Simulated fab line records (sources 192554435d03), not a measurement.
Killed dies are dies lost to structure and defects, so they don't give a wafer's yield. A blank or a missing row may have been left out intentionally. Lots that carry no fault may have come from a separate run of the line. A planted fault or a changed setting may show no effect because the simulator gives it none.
Chamber matching    flow n5Finfet    N5_BEOL_M8_ETCH_72 on rieDiel-02: 4 sister chambers
The step etches underlayer in N2/H2, target depth 6.5 nm, time 5.2 s. 4 wafers are shown with their chamber, then 7 later ones without.

WAFERS WITH THEIR CHAMBER
wafer   chamber  showerheadPlenumPTorr (Torr)
L088.4  2        2.63
L088.6  3        2.49
L092.1  1        2.39
L092.2  0        2.60

WAFERS WITHOUT THEIR CHAMBER
wafer   showerheadPlenumPTorr (Torr)
L092.3  2.48
L093.2  2.62
L093.4  2.60
L093.5  2.62
L096.2  2.62
L096.4  2.71
L096.5  2.62

EACH ONE'S CHAMBER
wafer   from the rows above      in truth
L092.3  3                        3
L093.2  can't be placed: 2 or 0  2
L093.4  can't be placed: 0 or 2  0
L093.5  can't be placed: 2 or 0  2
L096.2  can't be placed: 2 or 0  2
L096.4  can't be placed: 2 or 0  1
L096.5  can't be placed: 2 or 0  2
Correctly placed: 1 of 7. These rows do not allow placing 6 (true chamber among the candidates in 5). Number placed wrongly: 0.
How it was worked out, from the rows above alone: a wafer's distance from a chamber is the root of the sum, over the readings, of the square of ((its reading less the chamber's mean) divided by the reading's scatter). The wafer belongs to the nearest chamber; if the next one is less than 2 further off, it can't be placed. The mean given for a chamber averages the wafers shown for that chamber. The scatter: with one shown wafer a chamber, the root of the mean of the squares of how far each hidden wafer lies from its nearest shown one.
